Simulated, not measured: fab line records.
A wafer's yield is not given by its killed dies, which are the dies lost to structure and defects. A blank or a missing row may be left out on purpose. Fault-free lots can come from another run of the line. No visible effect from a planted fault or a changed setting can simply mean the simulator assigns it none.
fab line records	flow nand-harc
record lots=12	wafers=36	last-day=32
route steps=1302 shown P_CONTACT@252 P_M0@264 END@1302
lots with no fault: from the same line, run without faults
start-h: hours from the record's opening day to when the first of the lot's shown wafers began	wait-h: hours from the lot's prior step to this one	" as in the row above	L1.1+2: several wafers, shown together as one row	- no value, or no start given	* or withheld: withheld	< > ~ a bound
route shown NAME@n: a module of which the file shows steps, and the number in the route of the first	usual: mean/standard deviation taken from wafers without a fault	same: alike in all rows	chamber/n: place in a boat	sites: readings site by site	_std_site: the values' standard deviation	_edge_site: the outer-site mean with the inner-site mean subtracted	radius-mm: for every site, how far away it sits from the centre of the wafer	mask NAME#n: copy n	behind: the last tool/chamber to shape the wafer	hold: why the lot was held/for how many hours/how that ended	device: transistor that didn't switch, given as n, p or np	end of line: the same wafers' tests at the end of the route	a step without rows: its recipe alone	killed: the dies lost at the first sort to structure and to defects; this is not the yield of the wafer	map: dies across one wafer; x = killed, . = not, _ = none there
set.NAME: the run value of the setting; set.NAME@STEP: its run value at that earlier step	model.NAME: the simulator's own value behind a step, which no gauge read
steps of the route over a sample of lots; a table a step, a row a wafer
services: from which hour (start-h, from the record's first day; less than 0 if before it) a tool's chamber was out of use, for how many hours, and why
## steps
# step NHARC_P_CONTACT_INSPECT_27
# usual raw-defect-count=284/110
lot.wafer	tool	chamber	start-h	wait-h	raw-defect-count
L533.1	defect-inspect-02	-	135.27	0.1	379
L533.4	"	-	"	"	614
L533.5	"	-	"	"	283
L534.1	defect-inspect-02	-	137.97	0.1	282
L534.4	"	-	"	"	250
L534.5	"	-	"	"	218
L538.1	defect-inspect-02	-	180.26	0.1	254
L538.2	"	-	"	"	261
L538.6	"	-	"	"	339
L541.3	defect-inspect-02	-	210.81	0.1	793
L541.4	"	-	"	"	321
L541.6	"	-	"	"	344
L547.2	defect-inspect-01	-	268.71	0.1	780
L547.4	"	-	"	"	349
L547.5	"	-	"	"	263
L548.2	defect-inspect-01	-	282.12	0.1	244
L548.4	"	-	"	"	151
L548.5	"	-	"	"	224
L549.2	defect-inspect-01	-	287.06	0.1	146
L549.3	"	-	"	"	266
L549.4	"	-	"	"	276
L550.2	defect-inspect-01	-	299.37	0.1	136
L550.4	"	-	"	"	148
L550.6	"	-	"	"	176
L551.1	defect-inspect-01	-	310.42	0.1	291
L551.2	"	-	"	"	266
L551.5	"	-	"	"	460
L552.1	defect-inspect-01	-	316.93	0.1	236
L552.2	"	-	"	"	308
L552.3	"	-	"	"	315
L553.1	defect-inspect-01	-	329.93	0.1	396
L553.2	"	-	"	"	373
L553.6	"	-	"	"	381
L555.1	defect-inspect-02	-	346.92	0.1	181
L555.3	"	-	"	"	283
L555.5	"	-	"	"	325
# step NHARC_P_M0_OVL_MEAS_10
# recipe pitch-nm=180
# usual overlay-x-nm=-0.1/0.85	overlay-y-nm=0.1/0.69
lot.wafer	tool	chamber	start-h	wait-h	overlay-x-nm	overlay-y-nm
L533.1	overlay-01	-	136.25	-	0.1	0.5
L533.4	"	-	"	"	0.2	-0.3
L533.5	"	-	"	"	0.1	0.3
L534.1	overlay-02	-	138.96	-	-0.4	1.7
L534.4	"	-	"	"	-0.1	1.9
L534.5	"	-	"	"	0.2	2.5
L538.1	overlay-01	-	181.24	-	0.2	-0.1
L538.2	"	-	"	"	0.1	-0.1
L538.6	"	-	"	"	0.6	-0.1
L541.3	overlay-01	-	211.80	-	-0.7	0.1
L541.4	"	-	"	"	-0.9	0.6
L541.6	"	-	"	"	0.0	0.5
L547.2	overlay-01	-	269.58	-	-1.5	-0.5
L547.4	"	-	"	"	-1.8	-0.2
L547.5	"	-	"	"	-1.1	-0.2
L548.2	overlay-01	-	283.11	-	-0.6	-0.4
L548.4	"	-	"	"	-0.7	-0.1
L548.5	"	-	"	"	-0.5	0.0
L549.2	overlay-01	-	287.92	-	-1.7	-1.3
L549.3	"	-	"	"	-0.8	-1.3
L549.4	"	-	"	"	-0.4	-0.9
L550.2	overlay-01	-	300.36	-	-0.6	-0.3
L550.4	"	-	"	"	-0.5	-0.6
L550.6	"	-	"	"	0.4	-0.4
L551.1	overlay-02	-	311.41	-	-1.2	0.5
L551.2	"	-	"	"	-1.7	0.2
L551.5	"	-	"	"	-1.5	0.9
L552.1	overlay-02	-	318.34	-	-0.7	0.1
L552.2	"	-	"	"	-1.3	0.3
L552.3	"	-	"	"	-0.8	1.0
L553.1	overlay-01	-	330.92	-	-0.1	0.5
L553.2	"	-	"	"	-0.3	-0.4
L553.6	"	-	"	"	-0.4	-0.8
L555.1	overlay-01	-	347.91	-	0.7	-0.5
L555.3	"	-	"	"	0.4	-1.2
L555.5	"	-	"	"	1.1	-1.0
# step NHARC_P_M0_ETCH_34
# recipe target-depth-a=400	overetch-a=120	time-s=43.94	ion-energy-ev=200	n2-flow-sccm=150	h2-flow-sccm=150	ar-flow-sccm=0	rf-w=400	bias-w=150	chemistry=N2/H2
# usual drypump-motor-current-A=5.6/0.51	h2-flow-sccm=150.0/0.49	oes-product-au=1.000/0.014	rf-vpp-V=430.2/2.9	showerhead-plenum-p-Torr=2.03/0.1	throttle-valve-pct=14.170/0.0094
lot.wafer	tool	chamber	start-h	wait-h	drypump-motor-current-A	h2-flow-sccm	oes-product-au	rf-hours-counter-h	rf-vpp-V	showerhead-plenum-p-Torr	throttle-valve-pct
L533.1	rie-diel-04	0	136.44	0.1	6.0	149.5	1.029	20	433.3	2.16	14.179
L533.4	"	2	"	"	6.3	149.4	1.027	21	429.5	1.98	14.177
L533.5	"	0	"	"	6.0	150.2	1.019	-	433.9	2.16	14.167
L534.1	rie-diel-08	0	139.20	0.1	6.1	148.9	1.029	42	428.1	1.91	14.164
L534.4	"	2	"	"	6.3	149.7	0.996	39	432.1	2.08	14.173
L534.5	"	0	"	"	6.1	149.5	1.020	-	427.8	1.91	14.182
L538.1	rie-diel-10	0	181.44	0.1	5.0	150.2	0.981	43	425.6	1.88	14.183
L538.2	"	1	"	"	5.6	150.2	0.981	37	434.1	2.20	14.173
L538.6	"	3	"	"	5.7	149.4	0.978	-	432.0	2.09	14.178
L541.3	rie-diel-10	2	211.99	0.1	5.1	150.2	1.002	50	425.8	1.89	14.170
L541.4	"	3	"	"	5.8	149.4	0.973	52	433.2	2.08	14.161
L541.6	"	2	"	"	5.1	149.8	0.986	-	425.3	1.89	14.168
L547.4	rie-diel-04	0	269.76	0.1	6.0	149.9	1.014	15	433.1	2.16	14.168
L547.2	"	2	"	"	6.4	150.1	0.989	16	427.6	1.97	14.159
L547.5	"	0	"	"	6.0	149.4	1.003	-	434.9	2.16	14.175
L548.4	rie-diel-04	0	283.30	0.1	6.0	150.5	1.018	19	431.8	2.15	14.174
L548.2	"	1	"	"	5.5	150.1	1.002	20	429.9	2.07	14.169
L548.5	"	3	"	"	5.0	149.9	0.999	-	424.5	1.91	14.178
L549.4	rie-diel-04	2	288.12	0.1	6.4	150.1	0.991	22	429.3	1.97	14.170
L549.3	"	3	"	"	5.0	150.3	0.991	21	427.2	1.91	14.170
L549.2	"	0	"	"	6.0	149.5	1.008	20	433.2	2.15	14.176
L550.4	rie-diel-08	3	300.55	0.1	5.1	149.4	0.999	32	431.5	2.10	14.159
L550.2	"	0	"	"	6.1	149.6	1.027	33	426.4	1.90	14.183
L550.6	"	3	"	"	5.1	149.5	1.004	-	431.4	2.10	14.180
L551.2	rie-diel-10	3	311.59	0.1	5.8	150.2	0.986	19	430.7	2.07	14.158
L551.1	"	2	"	"	5.1	148.8	1.014	18	435.9	2.21	14.172
L551.5	"	3	"	"	5.8	149.4	0.997	-	432.9	2.07	14.154
L552.1	rie-diel-04	0	318.53	0.1	6.0	150.1	1.019	27	432.7	2.15	14.159
L552.3	"	1	"	"	5.5	149.8	1.003	27	432.1	2.07	14.178
L552.2	"	3	"	"	5.0	149.0	1.002	27	425.4	1.91	14.172
L553.1	rie-diel-04	1	331.11	0.1	5.5	149.7	0.998	28	431.7	2.07	14.170
L553.2	"	2	"	"	6.3	150.4	1.003	29	428.4	1.97	14.180
L553.6	"	0	"	"	6.0	150.8	1.018	-	433.0	2.15	14.176
L555.1	rie-diel-08	1	348.09	0.1	5.5	150.7	1.019	52	430.7	2.06	14.166
L555.3	"	2	"	"	6.3	149.8	1.000	44	431.0	2.06	14.180
L555.5	"	1	"	"	5.5	151.1	1.008	-	431.1	2.06	14.170
# step NHARC_P_M0_ETCH_15
# recipe target-depth-a=1500	overetch-a=150	time-s=82.5	c4f8-flow-sccm=withheld	ar-flow-sccm=400	rf-w=600	bias-w=300	chemistry=C4F8/Ar
# usual oes-product-au=0.955/0.022	rf-vpp-V=441/3
lot.wafer	tool	chamber	start-h	wait-h	oes-product-au	rf-hours-counter-h	rf-vpp-V
L533.4	rie-diel-04	3	136.54	-	0.955	19	438
L533.1	"	0	"	"	0.968	20	444
L533.5	"	1	"	"	0.942	-	443
L534.1	rie-diel-08	1	139.30	-	0.916	40	441
L534.4	"	2	"	"	0.920	39	443
L534.5	"	1	"	"	0.917	-	444
L538.1	rie-diel-10	3	181.53	-	0.937	40	441
L538.2	"	0	"	"	0.949	43	435
L538.6	"	2	"	"	0.947	-	437
L541.4	rie-diel-10	2	212.08	-	0.978	50	437
L541.3	"	0	"	"	0.860	53	435
L541.6	"	2	"	"	0.968	-	436
L547.2	rie-diel-04	2	269.89	-	0.981	16	439
L547.4	"	3	"	"	0.957	16	439
L547.5	"	1	"	"	0.969	-	443
L548.4	rie-diel-04	3	283.38	-	0.962	20	436
L548.2	"	0	"	"	0.985	19	444
L548.5	"	3	"	"	0.960	-	438
L549.3	rie-diel-04	0	288.21	-	0.971	20	445
L549.4	"	1	"	"	0.960	21	441
L549.2	"	2	"	"	0.960	22	438
L550.4	rie-diel-08	1	300.66	-	0.937	34	442
L550.2	"	2	"	"	0.932	31	442
L550.6	"	2	"	"	0.929	-	442
L551.2	rie-diel-10	0	311.73	-	0.962	18	447
L551.1	"	1	"	"	0.946	19	445
L551.5	"	0	"	"	0.950	-	446
L552.2	rie-diel-04	3	318.61	-	0.958	27	437
L552.1	"	0	"	"	0.991	27	444
L552.3	"	2	"	"	0.955	27	439
L553.2	rie-diel-04	3	331.20	-	0.976	29	437
L553.1	"	0	"	"	0.984	29	446
L553.6	"	2	"	"	0.960	-	440
L555.1	rie-diel-08	2	348.18	-	0.928	44	441
L555.3	"	3	"	"	0.936	50	442
L555.5	"	2	"	"	0.925	-	443
# step NHARC_END_SORT_01
# recipe temp-c=25
# usual defect-limited-yield=91.0/2.8	killed-at-array=56/19	killed-at-other=0.6/1	killed-at-periphery=3.9/2.7	killed-dies=61/19	killed-open=3.3/1.9	killed-short=2.4/1.7
# same gross-dies=677
lot.wafer	tool	chamber	start-h	wait-h	defect-limited-yield[%]	killed-at-array	killed-at-other	killed-at-periphery	killed-dies	killed-open	killed-short
L541.3	prober-01	0	654.64	3.1	0	33	0	644	677	4	3
L541.4	prober-01	0	655.45	3.4	96.0	25	0	2	27	3	1
L541.6	prober-01	0	657.07	4.0	94.5	32	3	2	37	4	1
L548.2	prober-02	0	716.21	2.8	86.9	85	0	4	89	1	3
L548.4	prober-02	0	717.82	3.4	85.7	89	1	7	97	2	3
L548.5	prober-02	0	718.62	3.7	87.9	78	0	4	82	3	4
L547.2	prober-02	0	725.60	2.8	87.4	74	2	9	85	4	3
L547.4	prober-02	0	727.20	3.4	88.6	72	2	3	77	7	2
L547.5	prober-02	0	728.00	3.7	89.1	72	0	2	74	4	6
# killed by level:class
L541.3 P_M0:area-etch=642 A_CHANNEL_HOLE_D2:chamber-film-flake=15 A_CHANNEL_HOLE_D1:chamber-film-flake=7 P_CONTACT:geometric-particle:open=2 A_CHANNEL_FILL_D2:chamber-film-flake=2 A_STAIRCASE:chamber-film-flake=2 A_CHANNEL_HOLE_D1:geometric-particle:open=1 A_CHANNEL_HOLE_D1:geometric-particle:short=1
L541.4 A_CHANNEL_HOLE_D2:chamber-film-flake=11 A_CHANNEL_FILL_D2:chamber-film-flake=5 A_DECK1_JOINT:chamber-film-flake=3 P_M1:geometric-particle:open=1 A_CHANNEL_FILL_D2:geometric-particle:open=1 A_WL_FILL:geometric-particle:open=1 A_BLC:geometric-particle:short=1 P_ZERO_WELL:chamber-film-flake=1
L541.6 A_CHANNEL_HOLE_D2:chamber-film-flake=16 A_CHANNEL_FILL_D2:chamber-film-flake=5 A_SLIT:chamber-film-flake=5 A_CHANNEL_HOLE_D1:chamber-film-flake=2 A_CONTACT:chamber-film-flake=2 THIN_TSV:chamber-film-flake=2 P_GATE:geometric-particle:open=1 P_CONTACT:geometric-particle:open=1
L548.2 A_SLIT:chamber-film-flake=31 A_CHANNEL_HOLE_D1:chamber-film-flake=29 A_CHANNEL_HOLE_D2:chamber-film-flake=15 A_WL_FILL:chamber-film-flake=3 P_M2:chamber-film-flake=2 A_STAIRCASE:chamber-film-flake=2 A_CHANNEL_HOLE_D1:geometric-particle:short=1 A_CHANNEL_FILL_D1:geometric-particle:short=1
L548.4 A_CHANNEL_HOLE_D1:chamber-film-flake=38 A_SLIT:chamber-film-flake=23 A_CHANNEL_HOLE_D2:chamber-film-flake=20 P_STI:chamber-film-flake=2 P_CONTACT:chamber-film-flake=2 A_CONTACT:chamber-film-flake=2 P_GATE:geometric-particle:short=1 P_CONTACT:geometric-particle:open=1
L548.5 A_CHANNEL_HOLE_D1:chamber-film-flake=28 A_SLIT:chamber-film-flake=25 A_CHANNEL_HOLE_D2:chamber-film-flake=11 A_STAIRCASE:chamber-film-flake=6 A_ONON_D1:geometric-particle:open=2 A_CHANNEL_FILL_D2:geometric-particle:short=2 P_M2:chamber-film-flake=2 A_ONON_D1:geometric-particle:short=1
L547.2 A_SLIT:chamber-film-flake=33 A_CHANNEL_HOLE_D2:chamber-film-flake=15 A_CHANNEL_HOLE_D1:chamber-film-flake=8 A_CONTACT:chamber-film-flake=8 A_CHANNEL_FILL_D2:chamber-film-flake=3 A_CHANNEL_FILL_D1:geometric-particle:short=2 P_M1:chamber-film-flake=2 A_CHANNEL_FILL_D1:chamber-film-flake=2
L547.4 A_SLIT:chamber-film-flake=37 A_CHANNEL_HOLE_D2:chamber-film-flake=11 A_CHANNEL_HOLE_D1:chamber-film-flake=9 A_CHANNEL_FILL_D1:geometric-particle:open=2 A_CONTACT:chamber-film-flake=2 A_CHANNEL_FILL_D2:chamber-film-flake=2 A_STAIRCASE:chamber-film-flake=2 THIN_TSV:chamber-film-flake=2
L547.5 A_SLIT:chamber-film-flake=34 A_CHANNEL_HOLE_D2:chamber-film-flake=15 A_CHANNEL_HOLE_D1:chamber-film-flake=7 A_CONTACT:chamber-film-flake=4 A_DECK1_JOINT:geometric-particle:short=2 A_ONON_D2:geometric-particle:short=2 A_STAIRCASE:chamber-film-flake=2 P_M0:geometric-particle:open=1
## services
tool	chamber	start-h	hours	kind
rie-diel-04	-	117.65	0.2	repair
rie-diel-04	0	132.54	-	clean
rie-diel-04	1	132.54	-	clean
rie-diel-04	2	132.54	-	clean
rie-diel-04	3	132.54	-	clean
rie-diel-08	1	142.52	4.5	repair
rie-diel-04	0	142.94	8.9	repair
rie-diel-08	3	149.49	13.8	repair
rie-diel-04	2	151.32	15.3	repair
rie-diel-04	0	157.15	-	clean
rie-diel-04	1	157.15	-	clean
rie-diel-04	3	157.15	-	clean
rie-diel-04	3	160.47	7.7	repair
rie-diel-04	-	177.90	9.0	pm
rie-diel-04	0	177.90	9.0	vent-cycle
rie-diel-04	1	177.90	9.0	vent-cycle
rie-diel-08	-	190.84	9.0	pm
rie-diel-08	2	222.95	9.8	repair
rie-diel-10	-	243.00	9.0	pm
rie-diel-10	2	267.05	8.4	repair
rie-diel-10	-	286.71	6.6	repair
rie-diel-08	1	311.79	1.5	repair
rie-diel-10	2	315.87	12.0	repair
rie-diel-08	2	323.20	11.1	repair
## key
first-sign step=NHARC_P_M0_ETCH_15	reading=oes-product-au	direction=down	sigmas=4.4	usual=0.955	struck=0.860
effect step=NHARC_END_SORT_01	reading=killed-at-periphery	direction=up	sigmas=99+	usual=3.9	struck=644
more-kills-born-at NHARC_P_M0_ETCH_15@rie-diel-10=642
met-at NHARC_P_M0_ETCH_15
struck-lots L541
struck-wafers L541.3
later-rows-left-out L541.3
not-acting-at NHARC_P_CONTACT_INSPECT_27,NHARC_P_M0_OVL_MEAS_10,NHARC_P_M0_ETCH_34
onset-between 181.53 212.08
fault kind=process-parameter-drift	tool=rie-diel-10	chamber=0	onset-h=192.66	steps=NHARC_P_M0_ETCH_15	channel=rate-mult	offset=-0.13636	shape=step	end-h=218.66
# later-rows-left-out: the simulator's readings of these wafers behind a module that went badly wrong aren't trusted and aren't shown, but for the sort
